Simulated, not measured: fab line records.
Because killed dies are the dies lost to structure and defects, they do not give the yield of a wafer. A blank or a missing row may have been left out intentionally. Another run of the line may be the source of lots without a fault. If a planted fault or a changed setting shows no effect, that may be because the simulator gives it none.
fab line records	flow n5-finfet
[record] lots = 24	wafers = 72	last-day = 18
route steps=1938 shown HKMG_FIN@386 GATE_CUT@466
lots that met no fault: from a run of the same line without faults
start-h: hours from the record's first day to the start of the lot's first wafer shown	wait-h: hours since the lot's step before	" same as the row above	L1.1+2: a row that stands for several wafers	- value missing, or start not given	* or withheld: withheld	< > ~ a bound
route shown NAME@n: a module of which the file shows steps, and the number in the route of the first	usual: mean/standard deviation of fault-free wafers	same: alike in all rows	chamber/n: place in a boat	sites: the reading at each site	_std_site: standard deviation of those values	_edge_site: outer sites' mean less inner sites'	radius-mm: how far each site lies from the wafer's centre	mask NAME#n: copy n	behind: the tool/chamber that last shaped the wafer	hold: why the lot went on hold/how many hours it stayed there/how the hold came to an end	device: the transistor (n, p or np) that didn't switch	end of line: at the end of the route, the tests of the same wafers	where a step has no rows: the recipe by itself	killed: dies lost to structure and defects at the first sort, not the wafer's yield	map: a wafer's dies, marking killed ones x, the rest . and places with no die _
set.NAME: setting as actually run; set.NAME@STEP: the setting as run at that earlier step	model.NAME: the simulator's own value behind a step, which no gauge read
steps of the route over a sample of lots; a table a step, a row a wafer
services: the hour from which a tool's chamber was out of use, counted from the record's first day as start-h (under 0 if before that day), plus the number of hours and why
[[steps]]
[step N5_HKMG_FIN_HK_ALD_01]
[recipe] material = HfO2	target-thk-a = 16	temp-c = withheld	ald-precursor-family = HfCl4	ald-co-reactant = H2O	pulse-time-s = 3	purge-time-s = 3	co-reactant-purge-time-s = 2.5	co-reactant-pulse-time-s = 0.3	ald-cycles = 30
[usual] precursor-pulse-height-rel = 0.998/0.018
lot.wafer	tool	chamber	start-h	wait-h	precursor-pulse-height-rel
L074.1	ald-hk-02	3	69.47	0.0	1.008
L074.3	"	0	"	"	1.010
L074.5	"	2	"	"	0.995
L075.3	ald-hk-03	3	78.95	0.0	1.028
L075.4	"	1	"	"	1.009
L075.6	"	2	"	"	0.988
L076.1	ald-hk-03	0	83.34	0.0	0.997
L076.3	"	2	"	"	0.989
L076.6	"	1	"	"	0.965
L077.1	ald-hk-03	2	93.86	0.0	0.984
L077.3	"	3	"	"	1.006
L077.5	"	1	"	"	1.017
L078.2	ald-hk-03	1	103.08	0.0	1.005
L078.4	"	0	"	"	0.988
L078.5	"	3	"	"	0.969
L079.3	ald-hk-01	3	104.41	0.0	0.989
L079.4	"	0	"	"	1.000
L079.6	"	2	"	"	0.984
L080.1	ald-hk-02	1	108.87	0.0	1.022
L080.2	"	3	"	"	0.978
L080.6	"	1	"	"	1.019
L081.2	ald-hk-01	3	124.38	0.0	1.013
L081.4	"	1	"	"	0.995
L081.5	"	0	"	"	0.984
L082.2	ald-hk-02	1	125.70	0.0	1.001
L082.4	"	2	"	"	1.008
L082.6	"	3	"	"	1.021
L083.2	ald-hk-03	0	128.90	0.0	1.023
L083.4	"	3	"	"	0.998
L083.5	"	0	"	"	1.005
L084.1	ald-hk-02	3	131.52	0.0	1.013
L084.3	"	0	"	"	1.006
L084.4	"	1	"	"	1.009
L085.3	ald-hk-02	2	144.30	0.0	0.988
L085.5	"	0	"	"	1.001
L085.6	"	3	"	"	0.977
L086.1	ald-hk-03	1	150.83	0.0	0.996
L086.2	"	0	"	"	0.974
L086.5	"	0	"	"	1.016
L087.2	ald-hk-02	1	156.18	0.0	0.998
L087.4	"	2	"	"	1.002
L087.6	"	1	"	"	1.011
L088.2	ald-hk-02	1	160.67	0.0	1.004
L088.3	"	3	"	"	1.030
L088.5	"	3	"	"	0.971
L089.2	ald-hk-03	0	165.02	0.0	0.978
L089.4	"	1	"	"	0.992
L089.6	"	1	"	"	0.968
L090.1	ald-hk-01	3	169.20	0.0	1.000
L090.5	"	1	"	"	1.003
L090.6	"	2	"	"	0.998
L091.2	ald-hk-01	3	172.57	0.0	1.000
L091.4	"	2	"	"	0.978
L091.6	"	0	"	"	0.980
L092.2	ald-hk-01	0	179.41	0.0	0.994
L092.5	"	0	"	"	1.006
L092.6	"	1	"	"	1.035
L093.3	ald-hk-02	3	186.14	0.0	1.032
L093.4	"	2	"	"	0.987
L093.5	"	2	"	"	0.991
L094.4	ald-hk-01	0	195.12	0.0	1.014
L094.5	"	1	"	"	1.016
L094.6	"	2	"	"	1.017
L095.1	ald-hk-03	1	196.89	0.0	0.967
L095.5	"	1	"	"	1.033
L095.6	"	2	"	"	0.997
L096.1	ald-hk-02	3	211.44	0.0	1.017
L096.2	"	1	"	"	1.025
L096.3	"	0	"	"	0.983
L097.1	ald-hk-01	3	212.02	0.0	0.969
L097.4	"	0	"	"	1.007
L097.5	"	2	"	"	0.975
[step N5_HKMG_FIN_CD_MEAS_49]
[recipe] target-cd-nm = 202	landing-energy-ev = 500	detector = se-inlens	polarity = opening
[usual] cd-nm = 201.6/0.85
lot.wafer	tool	chamber	start-h	wait-h	cd-nm
L074.1	cd-sem-02	0	70.36	-	202.8
L074.3	"	0	"	"	201.7
L074.5	"	0	"	"	203.0
L075.3	cd-sem-03	0	79.90	-	200.9
L075.4	"	0	"	"	201.5
L075.6	"	0	"	"	202.1
L076.1	cd-sem-02	0	84.24	-	201.4
L076.3	"	0	"	"	200.6
L076.6	"	0	"	"	201.3
L077.1	cd-sem-02	0	94.99	-	202.2
L077.3	"	0	"	"	201.8
L077.5	"	0	"	"	203.4
L078.2	cd-sem-03	0	104.05	-	202.9
L078.4	"	0	"	"	201.5
L078.5	"	0	"	"	201.2
L079.3	cd-sem-03	0	105.58	-	201.9
L079.4	"	0	"	"	202.7
L079.6	"	0	"	"	201.8
L080.1	cd-sem-01	0	109.81	-	203.4
L080.2	"	0	"	"	202.7
L080.6	"	0	"	"	202.6
L081.2	cd-sem-01	0	125.32	-	202.4
L081.4	"	0	"	"	203.6
L081.5	"	0	"	"	202.5
L082.2	cd-sem-02	0	126.72	-	200.0
L082.4	"	0	"	"	201.1
L082.6	"	0	"	"	200.8
L083.2	cd-sem-02	0	129.74	-	201.6
L083.4	"	0	"	"	199.9
L083.5	"	0	"	"	201.9
L084.1	cd-sem-03	0	132.46	-	202.0
L084.3	"	0	"	"	201.3
L084.4	"	0	"	"	201.2
L085.3	cd-sem-02	0	145.12	-	202.7
L085.5	"	0	"	"	201.6
L085.6	"	0	"	"	203.0
L086.1	cd-sem-01	0	151.64	-	201.5
L086.2	"	0	"	"	201.9
L086.5	"	0	"	"	201.5
L087.2	cd-sem-03	0	157.01	-	199.8
L087.4	"	0	"	"	200.8
L087.6	"	0	"	"	201.2
L088.2	cd-sem-01	0	161.67	-	201.8
L088.3	"	0	"	"	201.8
L088.5	"	0	"	"	201.9
L089.2	cd-sem-01	0	166.02	-	202.1
L089.4	"	0	"	"	199.6
L089.6	"	0	"	"	201.4
L090.1	cd-sem-02	0	170.26	-	200.0
L090.5	"	0	"	"	200.2
L090.6	"	0	"	"	201.4
L091.2	cd-sem-01	0	173.56	-	200.8
L091.4	"	0	"	"	202.1
L091.6	"	0	"	"	199.9
L092.2	cd-sem-02	0	180.38	-	202.3
L092.5	"	0	"	"	202.0
L092.6	"	0	"	"	201.9
L093.3	cd-sem-03	0	186.98	-	201.4
L093.4	"	0	"	"	202.2
L093.5	"	0	"	"	201.4
L094.4	cd-sem-02	0	196.40	-	201.1
L094.5	"	0	"	"	201.1
L094.6	"	0	"	"	202.5
L095.1	cd-sem-02	0	197.84	-	201.6
L095.5	"	0	"	"	201.9
L095.6	"	0	"	"	201.5
L096.1	cd-sem-01	0	212.40	-	201.8
L096.2	"	0	"	"	200.4
L096.3	"	0	"	"	200.1
L097.1	cd-sem-01	0	212.83	-	202.3
L097.4	"	0	"	"	201.7
L097.5	"	0	"	"	201.6
[step N5_HKMG_FIN_OVL_MEAS_50]
[recipe] points-per-wafer = 44
[usual] NDIPOLE_OVL = -0.1/0.71
lot.wafer	tool	chamber	start-h	wait-h	NDIPOLE_OVL[nm]
L074.1	overlay-01	0	70.39	0.0	0.2
L074.3	"	0	"	"	0.2
L074.5	"	0	"	"	1.0
L075.3	overlay-01	0	79.93	0.0	-0.3
L075.4	"	0	"	"	-0.1
L075.6	"	0	"	"	-1.6
L076.1	overlay-01	0	84.27	0.0	0.4
L076.3	"	0	"	"	0.3
L076.6	"	0	"	"	-1.0
L077.1	overlay-02	0	95.02	0.0	-0.2
L077.3	"	0	"	"	0.3
L077.5	"	0	"	"	0.8
L078.2	overlay-02	0	104.07	0.0	0.5
L078.4	"	0	"	"	-0.3
L078.5	"	0	"	"	-0.3
L079.3	overlay-01	0	105.61	0.0	0.6
L079.4	"	0	"	"	-0.1
L079.6	"	0	"	"	0.6
L080.1	overlay-01	0	109.84	0.0	0.1
L080.2	"	0	"	"	-0.7
L080.6	"	0	"	"	-0.2
L081.2	overlay-01	0	125.35	0.0	-0.5
L081.4	"	0	"	"	-0.2
L081.5	"	0	"	"	-0.6
L082.2	overlay-02	0	126.75	0.0	0.0
L082.4	"	0	"	"	0.5
L082.6	"	0	"	"	0.2
L083.2	overlay-02	0	129.77	0.0	-0.9
L083.4	"	0	"	"	-1.2
L083.5	"	0	"	"	-1.5
L084.1	overlay-02	0	132.49	0.0	-0.4
L084.3	"	0	"	"	0.1
L084.4	"	0	"	"	0.4
L085.3	overlay-01	0	145.15	0.0	0.0
L085.5	"	0	"	"	-0.2
L085.6	"	0	"	"	0.9
L086.1	overlay-01	0	151.67	0.0	0.1
L086.2	"	0	"	"	0.1
L086.5	"	0	"	"	0.4
L087.2	overlay-02	0	157.04	0.0	-1.6
L087.4	"	0	"	"	-0.8
L087.6	"	0	"	"	-1.8
L088.2	overlay-02	0	161.70	0.0	0.3
L088.3	"	0	"	"	-0.9
L088.5	"	0	"	"	-0.4
L089.2	overlay-02	0	166.05	0.0	-0.1
L089.4	"	0	"	"	1.0
L089.6	"	0	"	"	1.1
L090.1	overlay-02	0	170.29	0.0	-0.3
L090.5	"	0	"	"	0.0
L090.6	"	0	"	"	0.4
L091.2	overlay-01	0	173.59	0.0	-0.7
L091.4	"	0	"	"	-1.1
L091.6	"	0	"	"	-1.1
L092.2	overlay-02	0	180.40	0.0	-0.7
L092.5	"	0	"	"	-0.3
L092.6	"	0	"	"	-0.1
L093.3	overlay-01	0	187.00	0.0	0.1
L093.4	"	0	"	"	-0.1
L093.5	"	0	"	"	-1.6
L094.4	overlay-01	0	196.43	0.0	1.2
L094.5	"	0	"	"	-0.1
L094.6	"	0	"	"	1.7
L095.1	overlay-02	0	197.87	0.0	-0.9
L095.5	"	0	"	"	-0.4
L095.6	"	0	"	"	-0.7
L096.1	overlay-01	0	212.43	0.0	-0.7
L096.2	"	0	"	"	0.8
L096.3	"	0	"	"	-0.8
L097.1	overlay-02	0	212.86	0.0	0.6
L097.4	"	0	"	"	0.3
L097.5	"	0	"	"	0.6
[step N5_HKMG_FIN_THK_MEAS_70]
[recipe] thk-meas-gauge = xrf	reads = HfO2_of_HKMG_FIN_HK_ALD_01
[usual] HK_THK = 1.569/0.019
lot.wafer	tool	chamber	start-h	wait-h	HK_THK[nm]
L074.1	film-metro-02	-	72.85	0.2	1.575
L074.3	"	-	"	"	1.602
L074.5	"	-	"	"	1.601
L075.3	film-metro-01	-	82.74	0.2	1.557
L075.4	"	-	"	"	1.556
L075.6	"	-	"	"	1.559
L076.1	film-metro-01	-	87.03	0.2	1.550
L076.3	"	-	"	"	1.557
L076.6	"	-	"	"	1.544
L077.1	film-metro-02	-	97.48	0.2	1.538
L077.3	"	-	"	"	1.579
L077.5	"	-	"	"	1.554
L078.2	film-metro-01	-	107.35	0.2	1.568
L078.4	"	-	"	"	1.557
L078.5	"	-	"	"	1.561
L079.3	film-metro-02	-	108.52	0.2	1.568
L079.4	"	-	"	"	1.541
L079.6	"	-	"	"	1.577
L080.1	film-metro-01	-	113.10	0.2	1.592
L080.2	"	-	"	"	1.572
L080.6	"	-	"	"	1.569
L081.2	film-metro-01	-	128.25	0.2	1.564
L081.4	"	-	"	"	1.586
L081.5	"	-	"	"	1.547
L082.2	film-metro-01	-	129.28	0.2	1.567
L082.4	"	-	"	"	1.587
L082.6	"	-	"	"	1.564
L083.2	film-metro-01	-	132.40	0.2	1.574
L083.4	"	-	"	"	1.577
L083.5	"	-	"	"	1.555
L084.1	film-metro-01	-	135.06	0.2	1.568
L084.3	"	-	"	"	1.582
L084.4	"	-	"	"	1.605
L085.3	film-metro-01	-	147.92	0.2	1.549
L085.5	"	-	"	"	1.554
L085.6	"	-	"	"	1.553
L086.1	film-metro-02	-	155.06	0.2	1.584
L086.2	"	-	"	"	1.565
L086.5	"	-	"	"	1.524
L087.2	film-metro-01	-	159.83	0.2	1.582
L087.4	"	-	"	"	1.567
L087.6	"	-	"	"	1.571
L088.2	film-metro-02	-	164.59	0.2	1.570
L088.3	"	-	"	"	1.547
L088.5	"	-	"	"	1.522
L089.2	film-metro-02	-	168.51	0.2	1.572
L089.4	"	-	"	"	1.580
L089.6	"	-	"	"	1.555
L090.1	film-metro-01	-	173.22	0.2	1.602
L090.5	"	-	"	"	1.579
L090.6	"	-	"	"	1.585
L091.2	film-metro-01	-	176.07	0.2	1.579
L091.4	"	-	"	"	1.598
L091.6	"	-	"	"	1.568
L092.2	film-metro-02	-	182.88	0.2	1.552
L092.5	"	-	"	"	1.547
L092.6	"	-	"	"	1.526
L093.3	film-metro-02	-	190.57	0.2	1.584
L093.4	"	-	"	"	1.579
L093.5	"	-	"	"	1.545
L094.4	film-metro-01	-	199.54	0.2	1.555
L094.5	"	-	"	"	1.566
L094.6	"	-	"	"	1.585
L095.1	film-metro-02	-	200.52	0.2	1.572
L095.5	"	-	"	"	1.598
L095.6	"	-	"	"	1.566
L096.1	film-metro-01	-	215.34	0.2	1.578
L096.2	"	-	"	"	1.568
L096.3	"	-	"	"	1.572
L097.1	film-metro-01	-	215.65	0.2	1.575
L097.4	"	-	"	"	1.567
L097.5	"	-	"	"	1.593
[step N5_HKMG_FIN_ALD_21]
[recipe] material = TiN	target-thk-a = 15	temp-c = 400	ald-precursor-family = TiCl4	ald-co-reactant = NH3	pulse-time-s = 1	purge-time-s = 3	co-reactant-purge-time-s = 2	co-reactant-pulse-time-s = 2	ald-cycles = 68	pressure-torr = 3
[usual] chamber-pressure-Torr = 2.999/0.0069	heater-power-w = 900/81	precursor-pulse-height-rel = 1.000/0.021
lot.wafer	tool	chamber	start-h	wait-h	chamber-pressure-Torr	heater-power-w	precursor-pulse-height-rel
L074.1	ald-metal-04	1	77.12	0.3	2.991	879	0.970
L074.3	"	2	"	"	2.993	998	0.991
L074.5	"	1	"	"	2.997	846	0.992
L075.3	ald-metal-04	1	86.82	0.1	3.004	876	1.013
L075.4	"	2	"	"	2.996	987	0.980
L075.6	"	0	"	"	3.005	888	0.996
L076.1	ald-metal-03	1	91.22	0.3	2.994	1027	1.012
L076.3	"	2	"	"	3.007	986	0.982
L076.6	"	3	"	"	2.995	878	1.020
L077.1	ald-metal-03	0	101.58	0.3	2.997	782	0.970
L077.3	"	3	"	"	2.996	875	0.984
L077.5	"	2	"	"	2.995	1011	1.010
L078.2	ald-metal-03	1	111.57	0.3	2.997	1028	0.970
L078.4	"	0	"	"	3.004	782	0.969
L078.5	"	0	"	"	2.993	794	1.026
L079.3	ald-metal-03	3	112.81	0.1	3.000	894	0.973
L079.4	"	1	"	"	3.005	1027	0.984
L079.6	"	0	"	"	2.991	779	0.999
L080.1	ald-metal-03	1	117.20	0.3	2.999	1013	1.013
L080.2	"	2	"	"	3.000	1033	0.994
L080.6	"	2	"	"	3.010	1018	0.974
L081.2	ald-metal-04	1	132.80	0.4	3.005	860	1.022
L081.4	"	0	"	"	3.002	878	0.999
L081.5	"	0	"	"	3.010	872	1.024
L082.2	ald-metal-01	0	133.27	0.3	2.993	864	1.041
L082.4	"	2	"	"	2.998	805	1.018
L082.6	"	3	"	"	2.991	914	1.016
L083.2	ald-metal-01	0	136.42	0.3	3.009	866	1.009
L083.4	"	3	"	"	2.990	963	0.949
L083.5	"	2	"	"	3.003	816	1.015
L084.1	ald-metal-01	2	139.18	0.3	2.996	803	0.999
L084.3	"	1	"	"	3.000	888	0.998
L084.4	"	3	"	"	2.998	917	0.998
L085.3	ald-metal-04	2	152.59	0.3	3.002	992	1.024
L085.5	"	2	"	"	3.003	985	1.019
L085.6	"	1	"	"	2.996	877	0.979
L086.1	ald-metal-03	0	160.06	0.3	3.014	780	0.988
L086.2	"	2	"	"	3.003	1004	0.986
L086.5	"	0	"	"	3.000	764	1.036
L087.2	ald-metal-03	0	164.25	0.3	3.005	799	1.006
L087.4	"	2	"	"	2.990	1007	0.995
L087.6	"	1	"	"	2.998	1012	1.012
L088.2	ald-metal-01	3	168.84	0.3	2.986	917	0.974
L088.3	"	1	"	"	2.995	841	0.980
L088.5	"	3	"	"	2.996	914	1.036
L089.2	ald-metal-01	0	172.79	0.3	3.005	888	0.987
L089.4	"	1	"	"	3.008	854	1.032
L089.6	"	3	"	"	2.989	923	0.975
L090.1	ald-metal-01	1	177.20	0.3	2.996	880	0.979
L090.5	"	0	"	"	3.002	838	1.024
L090.6	"	3	"	"	3.002	920	0.973
L091.2	ald-metal-03	3	180.17	0.3	2.985	852	1.023
L091.4	"	0	"	"	2.987	791	0.991
L091.6	"	0	"	"	3.005	816	1.014
L092.2	ald-metal-03	2	187.40	0.3	3.004	1016	1.002
L092.5	"	0	"	"	3.011	814	1.015
L092.6	"	1	"	"	3.004	1014	1.015
L093.3	ald-metal-04	0	195.07	0.1	2.990	879	0.984
L093.4	"	1	"	"	3.007	893	0.977
L093.5	"	3	"	"	2.996	812	0.949
L094.4	ald-metal-03	2	203.73	0.1	2.985	1004	1.026
L094.5	"	0	"	"	2.996	769	1.007
L094.6	"	1	"	"	2.995	1002	0.991
L095.1	ald-metal-04	1	204.87	0.3	2.994	871	1.021
L095.5	"	3	"	"	2.995	808	1.028
L095.6	"	2	"	"	3.000	988	1.012
L096.1	ald-metal-04	2	219.73	0.3	3.000	1018	1.007
L096.2	"	1	"	"	2.986	891	1.023
L096.3	"	3	"	"	2.993	820	0.977
L097.1	ald-metal-03	2	219.86	0.3	2.984	1022	1.003
L097.4	"	3	"	"	3.002	851	1.011
L097.5	"	1	"	"	2.999	1026	1.025
[step N5_GATE_CUT_ETCH_56]
[recipe] chemistry = Cl2/Ar	target = TiN	target-depth-a = 216	pressure-mtorr = 10	icp-w = 600	bias-w = 60	Cl2_flow_sccm = 40	Ar_flow_sccm = 60
[usual] chamber-pressure-mTorr = 10.000/0.012	drypump-motor-current-A = 5.8/0.49	oes_ar_750_au = 0.75/0.12	oes-product-au = 0.75/0.13	throttle-valve-pct = 20.76/0.26
lot.wafer	tool	chamber	start-h	wait-h	chamber-pressure-mTorr	drypump-motor-current-A	oes_ar_750_au	oes-product-au	rf-hours-counter-h	throttle-valve-pct
L074.1	rie-metal-01	0	78.52	0.1	10.003	6.4	0.60	0.59	135	20.97
L074.3	"	1	"	"	9.983	5.9	0.84	0.88	-	20.70
L074.5	"	1	"	"	10.012	5.8	0.83	0.87	-	20.68
L075.3	rie-metal-02	1	88.25	0.1	9.996	5.4	0.97	0.97	-	20.40
L075.4	"	0	"	"	10.013	5.7	0.66	0.64	-	21.26
L075.6	"	0	"	"	9.991	5.7	0.66	0.64	-	21.25
L076.1	rie-metal-01	0	92.63	0.1	10.004	6.4	0.60	0.59	136	20.97
L076.3	"	0	"	"	9.998	6.4	0.60	0.58	-	20.97
L076.6	"	1	"	"	9.993	5.9	0.84	0.87	-	20.70
L077.1	rie-metal-03	0	102.98	0.1	10.010	4.7	0.76	0.75	58	20.63
L077.3	"	1	"	"	9.996	5.8	0.67	0.66	-	20.47
L077.5	"	0	"	"	9.997	4.7	0.77	0.75	-	20.63
L078.2	rie-metal-01	1	112.96	0.1	10.007	5.9	0.82	0.86	18	20.70
L078.4	"	1	"	"	9.999	5.9	0.82	0.85	-	20.71
L078.5	"	0	"	"	9.995	6.4	0.59	0.58	-	20.98
L079.3	rie-metal-01	0	114.25	0.1	10.002	6.4	0.60	0.58	-	21.00
L079.4	"	1	"	"	10.006	5.9	0.82	0.86	-	20.70
L079.6	"	1	"	"	9.995	5.9	0.82	0.86	-	20.71
L080.1	rie-metal-01	1	118.60	0.1	9.993	5.9	0.82	0.85	19	20.70
L080.2	"	0	"	"	9.989	6.4	0.59	0.57	138	20.99
L080.6	"	1	"	"	9.985	5.9	0.82	0.86	-	20.69
L081.2	rie-metal-02	0	134.19	0.1	10.017	5.7	0.65	0.64	102	21.26
L081.4	"	0	"	"	10.014	5.7	0.65	0.64	-	21.26
L081.5	"	1	"	"	10.004	5.3	0.95	0.96	-	20.39
L082.2	rie-metal-02	0	134.67	0.1	9.995	5.7	0.65	0.64	103	21.26
L082.4	"	0	"	"	10.007	5.8	0.65	0.64	-	21.26
L082.6	"	1	"	"	9.998	5.4	0.96	0.94	-	20.42
L083.2	rie-metal-01	1	137.82	0.1	9.995	5.9	0.81	0.84	20	20.72
L083.4	"	1	"	"	10.011	5.9	0.82	0.85	-	20.69
L083.5	"	0	"	"	9.988	6.4	0.59	0.58	-	20.99
L084.1	rie-metal-01	0	140.58	0.1	9.994	6.4	0.59	0.58	140	20.99
L084.3	"	1	"	"	10.004	5.8	0.82	0.84	-	20.71
L084.4	"	0	"	"	9.998	6.4	0.59	0.58	-	20.99
L085.3	rie-metal-01	1	154.02	0.1	9.997	5.9	0.82	0.85	-	20.70
L085.5	"	0	"	"	9.981	6.4	0.59	0.57	-	21.00
L085.6	"	1	"	"	10.007	5.9	0.82	0.85	-	20.73
L086.1	rie-metal-01	0	161.45	0.1	9.999	6.4	0.59	0.57	142	20.99
L086.2	"	1	"	"	9.992	5.9	0.81	0.85	23	20.72
L086.5	"	1	"	"	10.008	5.9	0.81	0.84	-	20.70
L087.2	rie-metal-02	0	165.65	0.1	10.007	5.8	0.65	0.64	105	21.25
L087.4	"	1	"	"	10.007	5.4	0.94	0.94	-	20.39
L087.6	"	1	"	"	10.013	5.4	0.94	0.94	-	20.39
L088.2	rie-metal-03	1	170.24	0.1	10.006	5.8	0.66	0.65	104	20.47
L088.3	"	1	"	"	9.997	5.8	0.66	0.65	-	20.49
L088.5	"	0	"	"	10.013	4.7	0.76	0.75	-	20.61
L089.2	rie-metal-03	1	174.19	0.1	10.014	5.8	0.66	0.64	105	20.48
L089.4	"	1	"	"	9.997	5.8	0.66	0.64	-	20.47
L089.6	"	0	"	"	10.000	4.8	0.75	0.75	-	20.64
L090.1	rie-metal-03	0	178.60	0.1	10.002	4.7	0.75	0.74	63	20.61
L090.5	"	0	"	"	10.004	4.7	0.75	0.74	-	20.61
L090.6	"	1	"	"	10.003	5.8	0.66	0.64	-	20.47
L091.2	rie-metal-02	1	181.57	0.1	10.008	5.4	0.93	0.93	13	20.43
L091.4	"	0	"	"	10.000	5.7	0.65	0.64	-	21.26
L091.6	"	0	"	"	10.008	5.7	0.64	0.64	-	21.25
L092.2	rie-metal-01	1	188.96	0.2	10.011	5.9	0.80	0.83	-	20.72
L092.5	"	1	"	"	9.998	5.9	0.80	0.83	-	20.73
L092.6	"	1	"	"	9.986	5.8	0.79	0.82	-	20.74
L093.3	rie-metal-03	0	196.50	0.1	10.007	4.7	0.75	0.74	-	20.63
L093.4	"	1	"	"	10.001	5.8	0.66	0.63	-	20.49
L093.5	"	1	"	"	9.988	5.8	0.65	0.63	-	20.52
L094.4	rie-metal-03	1	205.15	0.1	9.990	5.8	0.66	0.64	-	20.49
L094.5	"	1	"	"	9.992	5.8	0.65	0.63	-	20.50
L094.6	"	0	"	"	9.992	4.7	0.74	0.74	-	20.64
L095.1	rie-metal-01	0	206.30	0.1	10.003	6.4	0.95	0.95	1	20.84
L095.5	"	0	"	"	9.998	6.4	0.95	0.94	-	20.85
L095.6	"	1	"	"	9.998	5.9	0.80	0.84	-	20.72
L096.1	rie-metal-01	1	221.13	0.1	9.997	5.9	0.79	0.83	29	20.73
L096.2	"	0	"	"	9.923	6.4	0.93	0.92	2	20.86
L096.3	"	1	"	"	9.993	5.9	0.79	0.82	-	20.72
L097.1	rie-metal-02	0	221.26	0.1	9.989	5.7	0.64	0.62	110	21.28
L097.4	"	0	"	"	9.991	5.8	0.64	0.62	-	21.26
L097.5	"	0	"	"	9.991	5.7	0.64	0.63	-	21.26
[[services]]
tool	chamber	start-h	hours	kind
rie-metal-01	-	51.64	0.4	repair
rie-metal-01	-	54.65	2.8	pm
ald-metal-03	-	68.37	2.9	repair
rie-metal-03	0	118.19	7.1	repair
ald-metal-04	0	122.42	2.0	repair
ald-metal-03	0	127.05	11.6	repair
rie-metal-01	-	128.06	0.1	repair
ald-metal-04	0	138.99	24.5	repair
ald-metal-04	3	140.65	11.8	repair
rie-metal-01	0	163.88	-	clean
rie-metal-01	0	163.88	36.8	scheduled-down
rie-metal-01	0	163.88	36.8	vent-cycle
ald-metal-01	1	190.98	1.6	repair
rie-metal-03	1	200.76	2.8	repair
ald-metal-04	-	202.39	0.8	repair
ald-metal-04	-	207.84	2.8	pm
ald-hk-02	-	219.56	6.0	pm
[[key]]
fault none
